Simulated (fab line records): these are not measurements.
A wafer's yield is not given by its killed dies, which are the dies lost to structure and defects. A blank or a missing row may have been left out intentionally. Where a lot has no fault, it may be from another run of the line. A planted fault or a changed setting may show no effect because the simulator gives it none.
Problem report in the 8D (eight disciplines) form, filled by code + flow nand harc + the parts of the form that need people (team, actions taken, sign-off) are left out

1. THE PROBLEM
Wafers without a fault read 78, standard deviation 24; raw defect count at NHARC_A_ONON_D1_INSPECT_32 reads a mean of 921 on 6 wafers belonging to 2 lots. That puts it +35 standard deviations away from the usual mean.
The first sign was on wafer L936.2 at day 14 04:10, on defect inspect-02. The record holds 39 wafers of 13 lots with a number at this step. By rule, "out" or "out of limits" means more than 4 standard deviations away from the usual mean. Any other wafer with a number is counted as sound.

2. WHAT THIS IS AND IS NOT
| question                    | is                     | is not                                                                          |
|-----------------------------|------------------------|---------------------------------------------------------------------------------|
| which readings at this step | raw defect count       | -                                                                               |
| which lots                  | L936, L938             | L922, L924, L925, L926, L928, L929, L930, L931, L943, L944, L945                |
| which wafers of those lots  | all that have a number | -                                                                               |
| read on which gauges        | defect inspect-02      | defect inspect-01                                                               |
| when                        | from day 14 04:10      | up to then (24 sound wafers); but 9 sound wafers of L943, L944, L945 came after |

3. THE SUSPECTS, EACH WITH WHAT RULES IT OUT
Counting: a tool at any process step up to the reading remains a suspect when it ran all the lots that are out and ran no sound lot after the first of those.
- the gauge at NHARC_A_ONON_D1_INSPECT_32: kept. All the wafers that are out were read on defect inspect-02, and no step on other tools shows them out.
- pecvd onon-01 at NHARC_A_ONON_D1_DEP_28 (target thk 1000 nm): kept. It ran every lot that is out, first L936 (day 14 03:10), and no sound lot after that; its last sound lot up to then is L931 (day 11 21:05).
Left after counting: pecvd onon-01 at NHARC_A_ONON_D1_DEP_28, defect inspect-02 at NHARC_A_ONON_D1_INSPECT_32.

4. THE CAUSE (what the simulator had put in)
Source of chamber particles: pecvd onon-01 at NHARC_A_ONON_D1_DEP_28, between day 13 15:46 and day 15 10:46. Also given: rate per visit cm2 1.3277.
Of the 2 suspects that counting leaves, this tool is one.

5. SEQUENCE OF EFFECTS, ordered by route
Each row: a reading where the mean over the struck wafers with a number is more than 3 standard deviations away from the usual. Only readings for which the record gives a usual standard deviation are gone through. hours: the time from each lot's start at the first step in this table that gives one to its start at this step, as a median over the lots. sigmas: the change in usual standard deviations.
| hours | step                       | reading          | usual | on struck wafers | change | sigmas |
|-------|----------------------------|------------------|-------|------------------|--------|--------|
| 0     | NHARC_A_ONON_D1_INSPECT_32 | raw defect count | 78    | 921              | +843   | +35    |
Later measuring or inspecting steps at which every struck wafer that the step has a row for has a number for every such reading, and none has moved that far: NHARC_END_SORT_01.

6. HOW IT WOULD HAVE BEEN CAUGHT EARLIER
12 hours passed between the start of the fault at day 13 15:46 and the first reading out of limits at a measuring or inspecting step in this record, taken at day 14 04:10.
No tool reading at NHARC_A_ONON_D1_DEP_28 that has a usual standard deviation in the record was out on any struck wafer, so an alarm limit of 4 standard deviations on those readings would not have fired.
Lots out: 2; of these, L938 started NHARC_A_ONON_D1_DEP_28 on pecvd onon-01 after day 14 04:10. Putting the tool on hold at that point would have spared it.
